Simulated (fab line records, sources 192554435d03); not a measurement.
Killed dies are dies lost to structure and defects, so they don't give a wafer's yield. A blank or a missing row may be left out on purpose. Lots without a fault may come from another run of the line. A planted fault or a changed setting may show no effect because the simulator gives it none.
fab line records | flow n5_finfet
record lots=7 wafers=39
route steps=1938 shown FIN_SAQP@116 DUMMY_GATE@243 SD_EPI_P@300 SD_ACTIVATION@330
start_h: hours from the record's first day to the start of the lot's first wafer shown | wait_h: hours since the lot's step before | " the same as in the row above | L1.1+2: a row that stands for several wafers | - no value, or no start given | * or withheld: withheld | < > ~ a bound
route shown NAME@n: a module of which the file shows steps, and the number in the route of the first | usual: mean/standard deviation of fault-free wafers | same: alike in all rows | chamber/n: place in a boat | sites: the reading at each site | _std_site: their standard deviation | _edge_site: outer sites' mean less inner sites' | radius_mm: how far each site lies from the wafer's centre | mask NAME#n: copy n | behind: the tool/chamber that last shaped the wafer | hold: why the lot was held/for how many hours/how that ended | device: the transistor (n, p or np) that didn't switch | end of line: the same wafers' tests at the end of the route | a step without rows: its recipe alone | killed: dies lost to structure and defects at the first sort, not the wafer's yield | map: a wafer's dies, x killed, . not, _ none there
set.NAME: the setting as run; set.NAME@STEP: as run at that earlier step | model.NAME: the simulator's own value behind a step, which no gauge read
lots whose settings were changed on purpose; a table a step, a row a wafer
## steps
# step N5_FIN_SAQP_ETCH_52
# recipe chemistry=N2/H2 target=SOC target_depth_a=1000 overetch_a=200 mask_material=SiARC temp_c=40 time_s=150 ion_energy_ev=200 pressure_mtorr=30 source_w=840 bias_w=150 n2_flow_sccm=200 h2_flow_sccm=200 ends=end_point
# usual rf_vpp_V=522.9/2
# columns lot.wafer tool chamber start_h wait_h set.source_w rf_vpp_V
L075.1 rie_diel-03 0 28.61 0.0 840 523.1
L075.2 " 3 " " 840 521.7
L075.3 " 2 " " 840 522.5
L075.4 " 1 " " 840 524.0
L075.5 " 0 " " 840 522.6
L075.6 " 3 " " 840 521.5
L076.1 rie_diel-04 3 33.98 0.0 840 525.6
L076.2 " 2 " " 935.1 507.4
L076.3 " 0 " " 840 521.4
L076.4 " 2 " " 935.1 507.7
L076.5 " 0 " " 840 521.0
L076.6 " 3 " " 935.1 508.6
L078.1 rie_diel-03 0 46.15 0.0 687 559.3
L078.2 " 2 " " 840 522.0
L078.3 " 1 " " 840 524.0
L078.4 " 2 " " 687 559.8
L078.5 " 0 " " 840 523.1
L078.6 " 1 " " 687 558.6
L084.1 rie_diel-04 3 82.96 0.0 899.8 514.9
L084.2 " 1 " " 899.8 511.0
L084.3 " 2 " " 840 525.4
L084.4 " 0 " " 840 520.7
L084.5 " 1 " " 840 522.9
L084.6 " 0 " " 899.8 511.1
L085.1 rie_diel-02 2 88.68 0.0 840 522.8
L085.2 " 0 " " 840 525.7
L085.3 " 3 " " 733.6 543.6
L085.4 " 3 " " 733.6 546.0
L085.5 " 0 " " 840 526.3
L085.6 " 2 " " 733.6 544.8
L089.1 rie_diel-02 3 112.35 0.0 840 519.8
L089.2 " 0 " " 840 525.2
L089.3 " 1 " " 840 524.0
L089.4 " 2 " " 840 523.5
L089.5 " 3 " " 840 521.0
L089.6 " 2 " " 840 523.3
L096.2 rie_diel-03 0 155.50 0.0 840 523.0
L096.4 " 0 " " 840 523.2
L096.6 " 2 " " 840 522.9
# step N5_DUMMY_GATE_ETCH_31
# recipe chemistry=C4F6/O2 target=SiO2 mask_material=SOC target_depth_a=825 time_s=27.5 ion_energy_ev=250 pressure_mtorr=30 source_w=345 bias_w=185 Ar_flow_sccm=300 C4F6_flow_sccm=10 O2_flow_sccm=10
# columns lot.wafer tool chamber start_h wait_h set.target_depth_a model.etch.depth_nm model.SOC_of_DUMMY_GATE_COAT_34.thk_nm
L075.1 rie_diel-06 0 57.64 0.0 786.1 78.59 52.6
L075.2 " 1 " " 786.1 80.66 52.2
L075.3 " 2 " " 825 81.39 52
L075.4 " 2 " " 786.1 77.82 52.4
L075.5 " 0 " " 825 81.74 52.2
L075.6 " 1 " " 825 84.03 51.8
L076.1 rie_diel-05 1 61.49 0.0 825 79.24 52.6
L076.2 " 3 " " 736 72.88 52.8
L076.3 " 0 " " 825 81.84 52.2
L076.4 " 2 " " 736 72.9 53
L076.5 " 1 " " 736 71 53.4
L076.6 " 0 " " 825 80.99 52.4
L078.1 rie_diel-05 1 69.93 0.0 825 79.76 52.4
L078.2 " 0 " " 825 81.51 52.4
L078.3 " 2 " " 860.4 86.21 51.6
L078.4 " 3 " " 860.4 85.68 51.6
L078.5 " 2 " " 825 81.82 52
L078.6 " 3 " " 860.4 85.44 51.4
L084.1 rie_diel-06 0 106.63 0.0 930.2 91.76 51
L084.2 " 1 " " 930.2 95.01 50.6
L084.3 " 2 " " 825 81.34 52
L084.4 " 3 " " 930.2 92.69 50.8
L084.5 " 3 " " 825 81.88 51.8
L084.6 " 0 " " 825 82.44 52
L085.1 rie_diel-01 1 114.77 0.0 825 82.12 51.6
L085.2 " 0 " " 825 82.32 51.6
L085.3 " 3 " " 825 82.64 51.4
L085.4 " 2 " " 825 80.48 51.8
L085.5 " 3 " " 825 81.69 51.8
L085.6 " 2 " " 825 80.6 51.8
L089.1 rie_diel-01 2 139.32 0.2 738.1 71.69 53
L089.2 " 3 " " 738.1 73.22 52.6
L089.3 " 0 " " 825 81.83 51.8
L089.4 " 1 " " 825 81.3 51.6
L089.5 " 3 " " 738.1 72.85 52.6
L089.6 " 0 " " 825 81.5 52
L096.2 rie_diel-06 0 180.08 0.0 825 81.82 52
L096.4 " 1 " " 825 85.97 51.6
L096.6 " 0 " " 825 83.98 51.6
# step N5_DUMMY_GATE_ETCH_32
# recipe chemistry=CF4 target=SiO2 target_depth_a=35 time_s=3.9 ion_energy_ev=350 pressure_mtorr=10 icp_w=800 bias_w=400 cf4_flow_sccm=80
# columns lot.wafer tool chamber start_h wait_h set.time_s model.etch.depth_nm
L075.1 rie_si-04 2 57.89 0.1 3.9 3.42
L075.2 " 1 " " 3.9 3.479
L075.3 " 0 " " 4.289 3.854
L075.4 " 3 " " 4.289 3.935
L075.5 " 2 " " 3.9 3.396
L075.6 " 3 " " 4.289 3.874
L076.1 rie_si-06 2 61.74 0.1 3.9 3.635
L076.2 " 3 " " 3.9 3.633
L076.3 " 0 " " 3.9 3.592
L076.4 " 0 " " 4.188 3.8
L076.5 " 3 " " 4.188 3.905
L076.6 " 2 " " 4.188 3.911
L078.1 rie_si-04 2 70.18 0.1 3.9 3.392
L078.2 " 0 " " 4.294 3.838
L078.3 " 1 " " 4.294 3.806
L078.4 " 3 " " 3.9 3.541
L078.5 " 3 " " 3.9 3.58
L078.6 " 2 " " 4.294 3.736
L084.1 rie_si-06 0 106.88 0.1 3.9 3.579
L084.2 " 3 " " 3.9 3.663
L084.3 " 2 " " 3.9 3.573
L084.4 " 1 " " 3.9 3.501
L084.5 " 1 " " 3.9 3.517
L084.6 " 0 " " 3.9 3.55
L085.1 rie_si-01 1 115.02 0.1 3.9 3.69
L085.2 " 2 " " 3.9 3.532
L085.3 " 0 " " 3.9 3.489
L085.4 " 3 " " 3.9 3.466
L085.5 " 1 " " 3.9 3.681
L085.6 " 2 " " 3.9 3.529
L089.1 rie_si-04 0 139.57 0.1 3.9 3.535
L089.2 " 3 " " 3.9 3.623
L089.3 " 1 " " 3.368 3.024
L089.4 " 2 " " 3.368 3
L089.5 " 0 " " 3.368 3.043
L089.6 " 1 " " 3.9 3.506
L096.2 rie_si-06 1 180.32 0.1 3.9 3.484
L096.4 " 3 " " 3.9 3.607
L096.6 " 1 " " 3.9 3.494
# step N5_SD_EPI_P_EXPOSE_06
# recipe mask_id=SD_P_BLK na=1.35 source_shape=conventional sigma_outer=0.8 polarization=unpolarized target_cd_nm=240 dose_mj=39.5
# columns lot.wafer tool chamber start_h wait_h mask set.dose_mj
L075.1+3+4 arfi_scanner-03 0 64.05 - SD_P_BLK#0 39.5
L075.2+5+6 " 0 " " SD_P_BLK#0 42.51
L076.1+4+5 arfi_scanner-03 0 67.79 - SD_P_BLK#0 39.5
L076.2+3+6 " 0 " " SD_P_BLK#0 41.43
L078.1+2+6 arfi_scanner-02 0 75.94 - SD_P_BLK#0 42.33
L078.3+4+5 " 0 " " SD_P_BLK#0 39.5
L084.1+3+5 arfi_scanner-02 0 113.14 - SD_P_BLK#0 38.17
L084.2+4+6 " 0 " " SD_P_BLK#0 39.5
L085.1+2+6 arfi_scanner-02 0 121.56 - SD_P_BLK#0 41.99
L085.3+4+5 " 0 " " SD_P_BLK#0 39.5
L089.1+4+6 arfi_scanner-01 0 145.17 - SD_P_BLK#0 39.5
L089.2+3+5 " 0 " " SD_P_BLK#0 42.31
L096.2+4+6 arfi_scanner-03 0 186.97 - SD_P_BLK#0 39.5
# step N5_SD_EPI_P_PEB_07
# recipe peb_temp_c=110 peb_time_s=60 resist=CAR-ArF-block
# step N5_SD_EPI_P_DEVELOP_08
# recipe develop_time_s=30 developer=TMAH resist=CAR-ArF-block dev_temp_c=23 rinse_liquid=diw dry=air_spin
# step N5_SD_EPI_P_CD_MEAS_09
# recipe target_cd_nm=240 landing_energy_ev=500 detector=se_inlens
# usual cd_nm=239.2/0.7
# columns lot.wafer tool chamber start_h wait_h set.dose_mj@SD_EPI_P_EXPOSE_06 cd_nm
L075.1 cd_sem-02 0 64.17 - 39.5 240.2
L075.2 " 0 " " 42.51 244.1
L075.3 " 0 " " 39.5 240.1
L075.4 " 0 " " 39.5 239.8
L075.5 " 0 " " 42.51 244.5
L075.6 " 0 " " 42.51 243.9
L076.1 cd_sem-01 0 67.91 - 39.5 239.9
L076.2 " 0 " " 41.43 242.1
L076.3 " 0 " " 41.43 243.2
L076.4 " 0 " " 39.5 240.3
L076.5 " 0 " " 39.5 239.9
L076.6 " 0 " " 41.43 243.0
L078.1 cd_sem-03 0 76.06 - 42.33 244.1
L078.2 " 0 " " 42.33 245.4
L078.3 " 0 " " 39.5 238.9
L078.4 " 0 " " 39.5 239.0
L078.5 " 0 " " 39.5 238.9
L078.6 " 0 " " 42.33 244.7
L084.1 cd_sem-01 0 113.27 - 38.17 237.3
L084.2 " 0 " " 39.5 238.8
L084.3 " 0 " " 38.17 236.8
L084.4 " 0 " " 39.5 238.1
L084.5 " 0 " " 38.17 236.3
L084.6 " 0 " " 39.5 239.1
L085.1 cd_sem-03 0 121.69 - 41.99 242.9
L085.2 " 0 " " 41.99 243.3
L085.3 " 0 " " 39.5 239.4
L085.4 " 0 " " 39.5 237.7
L085.5 " 0 " " 39.5 239.3
L085.6 " 0 " " 41.99 242.7
L089.1 cd_sem-01 0 145.29 - 39.5 239.1
L089.2 " 0 " " 42.31 243.1
L089.3 " 0 " " 42.31 243.5
L089.4 " 0 " " 39.5 239.1
L089.5 " 0 " " 42.31 243.7
L089.6 " 0 " " 39.5 238.8
L096.2 cd_sem-02 0 187.08 - 39.5 238.8
L096.4 " 0 " " 39.5 239.6
L096.6 " 0 " " 39.5 238.0
# step N5_SD_EPI_P_DESCUM_14
# recipe chemistry=O2 time_s=7.9 source_power_w=50 bias_power_w=20 pressure_mtorr=20 rf_frequency_hz=2.712e+07 temp_c=40 resist=CAR-ArF-block o2_flow_sccm=225
# columns lot.wafer tool chamber start_h wait_h set.dose_mj@SD_EPI_P_EXPOSE_06 model.SD_EPI_P.cd_nm
L075.1 rie_diel-05 3 64.26 0.0 39.5 240
L075.2 " 1 " " 42.51 244.2
L075.3+4 " 0,2 " " 39.5 240.2
L075.5 " 0 " " 42.51 244.6
L075.6 " 3 " " 42.51 243.8
L076.1 rie_diel-05 0 68.00 0.0 39.5 239.8
L076.2 " 1 " " 41.43 242.4
L076.3 " 3 " " 41.43 243.2
L076.4 " 2 " " 39.5 240.4
L076.5 " 1 " " 39.5 239.4
L076.6 " 0 " " 41.43 243
L078.1 rie_diel-06 1 76.71 0.6 42.33 244
L078.2 " 0 " " 42.33 245
L078.3 " 3 " " 39.5 238.8
L078.4 " 2 " " 39.5 239.2
L078.5 " 1 " " 39.5 239
L078.6 " 0 " " 42.33 244.4
L084.1 rie_diel-05 2 113.45 0.1 38.17 237.6
L084.2 " 1 " " 39.5 238.8
L084.3 " 0 " " 38.17 237
L084.4 " 3 " " 39.5 238.2
L084.5 " 2 " " 38.17 236.6
L084.6 " 3 " " 39.5 239.2
L085.1 rie_diel-01 3 121.78 0.0 41.99 243.2
L085.2 " 2 " " 41.99 243.4
L085.3+5 " 1,3 " " 39.5 239.6
L085.4 " 0 " " 39.5 238
L085.6 " 2 " " 41.99 243
L089.1 rie_diel-06 1 145.43 0.1 39.5 239
L089.2 " 2 " " 42.31 243.2
L089.3+5 " 3,0 " " 42.31 243.6
L089.4 " 0 " " 39.5 239.2
L089.6 " 1 " " 39.5 238.8
L096.2+4 rie_diel-06 1,0 187.17 0.0 39.5 239
L096.6 " 3 " " 39.5 238
# step N5_SD_EPI_P_ETCH_36
# recipe chemistry=CF4 target=SiARC target_depth_a=455 mask_material=CAR-ArF-block time_s=75.8 ion_energy_ev=80 pressure_mtorr=40 source_w=545 bias_w=36 Ar_flow_sccm=100 cf4_flow_sccm=100 ends=cleared
# step N5_SD_EPI_P_ETCH_37
# recipe chemistry=N2/H2 target=SOC overetch_a=1080 mask_material=SiARC temp_c=40 ion_energy_ev=100 source_w=3000 bias_w=133 pressure_mtorr=20 time_s=486 n2_flow_sccm=200 h2_flow_sccm=200 ends=end_point
# columns lot.wafer tool chamber start_h wait_h set.dose_mj@SD_EPI_P_EXPOSE_06 model.SD_EPI_P.cd_nm
L075.1 rie_diel-05 3 64.35 0.0 39.5 239.2
L075.2+5 " 1,0 " " 42.51 243.8
L075.3 " 0 " " 39.5 239.4
L075.4 " 2 " " 39.5 239
L075.6 " 3 " " 42.51 244
L076.1+5 rie_diel-05 0,1 68.09 0.0 39.5 241
L076.2 " 1 " " 41.43 244.6
L076.3 " 3 " " 41.43 244
L076.4 " 2 " " 39.5 240.6
L076.6 " 0 " " 41.43 243.2
L078.1 rie_diel-06 1 76.80 0.0 42.33 242.6
L078.2 " 0 " " 42.33 243.2
L078.3 " 3 " " 39.5 239
L078.4 " 2 " " 39.5 237.2
L078.5 " 1 " " 39.5 238.2
L078.6 " 0 " " 42.33 243.4
L084.1 rie_diel-05 2 113.54 0.0 38.17 237.8
L084.2 " 1 " " 39.5 239.4
L084.3 " 0 " " 38.17 238
L084.4 " 3 " " 39.5 237.8
L084.5 " 2 " " 38.17 236
L084.6 " 3 " " 39.5 238.8
L085.1 rie_diel-01 3 121.87 0.0 41.99 244
L085.2 " 2 " " 41.99 241.6
L085.3 " 1 " " 39.5 240.8
L085.4 " 0 " " 39.5 237.4
L085.5 " 3 " " 39.5 238.8
L085.6 " 2 " " 41.99 241.2
L089.1 rie_diel-06 1 145.53 0.0 39.5 239
L089.2+5 " 2,0 " " 42.31 241.2
L089.3 " 3 " " 42.31 243.4
L089.4 " 0 " " 39.5 236.4
L089.6 " 1 " " 39.5 238
L096.2 rie_diel-06 1 187.26 0.0 39.5 239.4
L096.4 " 0 " " 39.5 236.8
L096.6 " 3 " " 39.5 238.4
# step N5_SD_EPI_P_STRIP_38
# recipe chemistry=N2/H2 temp_c=40 n2_flow_sccm=200 h2_flow_sccm=200 rf_frequency_hz=6e+07
# step N5_SD_EPI_P_ETCHBACK_46
# recipe chemistry=CH3F/O2 mode=anisotropic_etchback target=SiNx target_depth_a=175 stop_on=SiO2 over_etch_frac=0.3 ion_energy_ev=120 pressure_mtorr=30 source_w=395 bias_w=73 Ar_flow_sccm=150 CH3F_flow_sccm=30 O2_flow_sccm=20
# step N5_SD_EPI_P_ETCH_47
# recipe chemistry=CH3F/O2 target=SiOCN target_depth_a=250 mask_material=SOC ion_energy_ev=60 bias_w=29 pressure_mtorr=30 source_w=410 Ar_flow_sccm=150 CH3F_flow_sccm=30 O2_flow_sccm=20
# columns lot.wafer tool chamber start_h wait_h set.dose_mj@SD_EPI_P_EXPOSE_06 model.SD_EPI_P.cd_nm
L075.1+4 rie_diel-05 3,2 64.78 0.1 39.5 239
L075.2 " 1 " " 42.51 243.6
L075.3 " 0 " " 39.5 239.4
L075.5+6 " 0,3 " " 42.51 243.8
L076.1+5 rie_diel-05 0,1 68.52 0.1 39.5 241
L076.2 " 1 " " 41.43 244.4
L076.3 " 3 " " 41.43 244
L076.4 " 2 " " 39.5 240.4
L076.6 " 0 " " 41.43 243.2
L078.1 rie_diel-06 1 77.23 0.1 42.33 242.6
L078.2 " 0 " " 42.33 243
L078.3 " 3 " " 39.5 239
L078.4 " 2 " " 39.5 237.2
L078.5 " 1 " " 39.5 238.2
L078.6 " 0 " " 42.33 243.4
L084.1 rie_diel-05 2 113.97 0.1 38.17 237.8
L084.2 " 1 " " 39.5 239.4
L084.3 " 0 " " 38.17 238
L084.4 " 3 " " 39.5 237.6
L084.5 " 2 " " 38.17 235.8
L084.6 " 3 " " 39.5 238.8
L085.1 rie_diel-01 3 122.29 0.1 41.99 243.8
L085.2 " 2 " " 41.99 241.6
L085.3 " 1 " " 39.5 240.8
L085.4 " 0 " " 39.5 237.4
L085.5 " 3 " " 39.5 238.6
L085.6 " 2 " " 41.99 241.2
L089.1 rie_diel-06 1 145.95 0.1 39.5 239
L089.2 " 2 " " 42.31 241
L089.3 " 3 " " 42.31 243.4
L089.4 " 0 " " 39.5 236.4
L089.5 " 0 " " 42.31 241.2
L089.6 " 1 " " 39.5 238.2
L096.2 rie_diel-06 1 187.69 0.1 39.5 239.4
L096.4 " 0 " " 39.5 236.8
L096.6 " 3 " " 39.5 238.4
# step N5_SD_EPI_P_EPI_21
# recipe material=SiGe:B dopant=B temp_c=550 pressure_torr=20 ambient=H2 time_s=355
# columns lot.wafer tool chamber start_h wait_h set.temp_c model.SiGe-B_of_SD_EPI_P_EPI_21.thk_nm
L075.1 epi_rpcvd-03 0 65.61 0.1 550 61.4
L075.2 " 0 " " 550 60.8
L075.3 " 0 " " 550 61
L075.4+6 " 0 " " 548.8 59.4
L075.5 " 0 " " 548.8 59.6
L076.1 epi_rpcvd-02 0 69.35 0.1 550 60.4
L076.2+3 " 0 " " 550 60
L076.4 " 0 " " 550 59.4
L076.5 " 0 " " 550 60.2
L076.6 " 0 " " 550 59.6
L078.1 epi_rpcvd-03 0 78.06 0.1 550 61.8
L078.2 " 0 " " 547.6 59
L078.3 " 0 " " 547.6 59.4
L078.4 " 0 " " 550 61.6
L078.5 " 0 " " 547.6 58.8
L078.6 " 0 " " 550 62
L084.1 epi_rpcvd-04 0 114.86 0.1 550 61.8
L084.2 " 0 " " 550 61.4
L084.3 " 0 " " 550 61.6
L084.4 " 0 " " 553.5 66.4
L084.5 " 0 " " 553.5 67
L084.6 " 0 " " 553.5 67.4
L085.1 epi_rpcvd-04 0 123.16 0.1 550 61
L085.2 " 0 " " 552.3 63
L085.3 " 0 " " 552.3 63.8
L085.4 " 0 " " 552.3 63.2
L085.5 " 0 " " 550 60.8
L085.6 " 0 " " 550 59.8
L089.1 epi_rpcvd-04 0 146.78 0.1 550 60.4
L089.2 " 0 " " 548.8 58.8
L089.3 " 0 " " 550 60.2
L089.4 " 0 " " 550 60
L089.5 " 0 " " 548.8 58
L089.6 " 0 " " 548.8 58.6
L096.2+4 epi_rpcvd-04 0 188.98 0.5 550 61.4
L096.6 " 0 190.42 1.8 550 60.4
# step N5_SD_EPI_P_HM_STRIP_48
# recipe chemistry=H3PO4 temp_c=160 material=SiNx target=SiNx target_depth_a=30 overetch_fraction=0.3
# columns lot.wafer tool chamber start_h wait_h set.temp_c@SD_EPI_P_EPI_21 model.SiGe-B_of_SD_EPI_P_EPI_21.thk_nm
L075.1 wet_bench-06 6 67.84 0.0 550 61
L075.2 " 2 " " 550 60.4
L075.3 " 1 " " 550 60.6
L075.4+6 " 5,3 " " 548.8 59.2
L075.5 " 4 " " 548.8 59.4
L076.1 wet_bench-06 6 71.58 0.0 550 60.2
L076.2+3 " 3,5 " " 550 59.8
L076.4 " 4 " " 550 59.2
L076.5 " 2 " " 550 60
L076.6 " 7 " " 550 59.4
L078.1+6 wet_bench-03 2,3 80.30 0.0 550 61.6
L078.2 " 0 " " 547.6 58.6
L078.3 " 5 " " 547.6 59
L078.4 " 4 " " 550 61.4
L078.5 " 1 " " 547.6 58.4
L084.1 wet_bench-03 4 117.11 0.0 550 61.6
L084.2 " 1 " " 550 61.2
L084.3 " 5 " " 550 61.4
L084.4 " 3 " " 553.5 66
L084.5 " 2 " " 553.5 66.6
L084.6 " 6 " " 553.5 67
L085.1 wet_bench-03 6 125.40 0.0 550 60.8
L085.2 " 7 " " 552.3 62.6
L085.3 " 5 " " 552.3 63.4
L085.4 " 0 " " 552.3 63
L085.5 " 4 " " 550 60.4
L085.6 " 3 " " 550 59.6
L089.1 wet_bench-03 1 149.01 0.0 550 60.2
L089.2 " 4 " " 548.8 58.6
L089.3+4 " 7,6 " " 550 59.8
L089.5 " 5 " " 548.8 57.8
L089.6 " 0 " " 548.8 58.4
L096.2+4 wet_bench-05 0,1 190.87 0.0 550 61
L096.6 " 6 " " 550 60.2
# step N5_SD_EPI_P_SRD_49
# recipe dry=ipa_marangoni time_s=30 temp_c=23 rinse_liquid=diw
# step N5_SD_EPI_P_PRECLEAN_24
# recipe chemistry=O3/DIW time_s=45 temp_c=22 o3_ppm=10
# step N5_SD_ACTIVATION_RTA_00
# recipe temp_c=975 time_s=0 ambient=N2 idle_temp_c=600 ramp_up_c_per_s=150 ramp_down_c_per_s=60 cool_to_c=600
# step N5_SD_ACTIVATION_LSA_01
# recipe temp_c=1080 time_s=0.0008 ambient=N2
# step N5_SD_ACTIVATION_RS_MEAS_03
# recipe thk_meas_gauge=four-point-probe
# usual RS_SD_N=22.0/0.31 RS_SD_P=56.1/0.94
# columns lot.wafer tool chamber start_h wait_h set.temp_c@SD_EPI_P_EPI_21 RS_SD_N[ohm/sq] RS_SD_P[ohm/sq]
L075.1 film_metro-02 - 68.42 0.2 550 21.6 55.8
L075.2 " - " " 550 21.5 56.1
L075.3 " - " " 550 21.9 55.5
L075.4 " - " " 548.8 21.5 56.9
L075.5 " - " " 548.8 21.5 57.2
L075.6 " - " " 548.8 21.4 57.2
L076.1 film_metro-02 - 72.35 0.2 550 21.7 56.9
L076.2 " - " " 550 21.7 56.3
L076.3 " - " " 550 21.6 57.1
L076.4 " - " " 550 21.7 57.5
L076.5 " - " " 550 21.9 56.7
L076.6 " - " " 550 21.7 57.1
L078.1 film_metro-01 - 80.89 0.2 550 22.1 54.6
L078.2 " - " " 547.6 22.3 57.5
L078.3 " - " " 547.6 21.9 57.6
L078.4 " - " " 550 22.2 55.2
L078.5 " - " " 547.6 22.2 58.4
L078.6 " - " " 550 22.0 54.8
L084.1 film_metro-02 - 117.69 0.2 550 21.4 54.8
L084.2 " - " " 550 21.4 55.0
L084.3 " - " " 550 21.8 54.6
L084.4 " - " " 553.5 21.2 50.6
L084.5 " - " " 553.5 21.1 50.0
L084.6 " - " " 553.5 21.7 50.4
L085.1 film_metro-02 - 126.15 0.2 550 21.8 56.1
L085.2 " - " " 552.3 22.3 54.2
L085.3 " - " " 552.3 22.0 53.1
L085.4 " - " " 552.3 22.0 53.4
L085.5 " - " " 550 21.8 56.1
L085.6 " - " " 550 22.0 56.6
L089.1 film_metro-02 - 149.71 0.2 550 22.1 56.2
L089.2 " - " " 548.8 21.9 57.5
L089.3 " - " " 550 21.3 56.3
L089.4 " - " " 550 21.8 56.9
L089.5 " - " " 548.8 22.3 58.4
L089.6 " - " " 548.8 21.7 58.2
L096.2 film_metro-02 - 191.49 0.2 550 21.8 56.4
L096.4 " - " " 550 21.7 55.5
L096.6 " - " " 550 22.1 57.2
## key
split step=N5_FIN_SAQP_ETCH_52 setting=source_w stated=840 by=wafer
response step=N5_FIN_SAQP_ETCH_52 reading=rf_vpp_V change=-1.72 per=1% r=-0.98
split step=N5_DUMMY_GATE_ETCH_31 setting=target_depth_a stated=825 by=wafer
response step=N5_DUMMY_GATE_ETCH_31 reading=model.etch.depth_nm change=+0.848 per=1% r=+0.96
response step=N5_DUMMY_GATE_ETCH_31 reading=model.SOC_of_DUMMY_GATE_COAT_34.thk_nm change=-0.0848 per=1% r=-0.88
split step=N5_DUMMY_GATE_ETCH_32 setting=time_s stated=3.9 by=wafer
response step=N5_DUMMY_GATE_ETCH_32 reading=model.etch.depth_nm change=+0.0375 per=1% r=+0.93
split step=N5_SD_EPI_P_EXPOSE_06 setting=dose_mj stated=39.5 by=wafer
response step=N5_SD_EPI_P_CD_MEAS_09 reading=cd_nm change=+0.641 per=1% r=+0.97
response step=N5_SD_EPI_P_DESCUM_14 reading=model.SD_EPI_P.cd_nm change=+0.631 per=1% r=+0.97
response step=N5_SD_EPI_P_ETCH_37 reading=model.SD_EPI_P.cd_nm change=+0.598 per=1% r=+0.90
response step=N5_SD_EPI_P_ETCH_47 reading=model.SD_EPI_P.cd_nm change=+0.59 per=1% r=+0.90
split step=N5_SD_EPI_P_EPI_21 setting=temp_c stated=550 by=wafer
response step=N5_SD_EPI_P_EPI_21 reading=model.SiGe-B_of_SD_EPI_P_EPI_21.thk_nm change=+7.49 per=1% r=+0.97
response step=N5_SD_EPI_P_HM_STRIP_48 reading=model.SiGe-B_of_SD_EPI_P_EPI_21.thk_nm change=+7.31 per=1% r=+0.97
response step=N5_SD_ACTIVATION_RS_MEAS_03 reading=RS_SD_P change=-6.83 per=1% r=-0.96
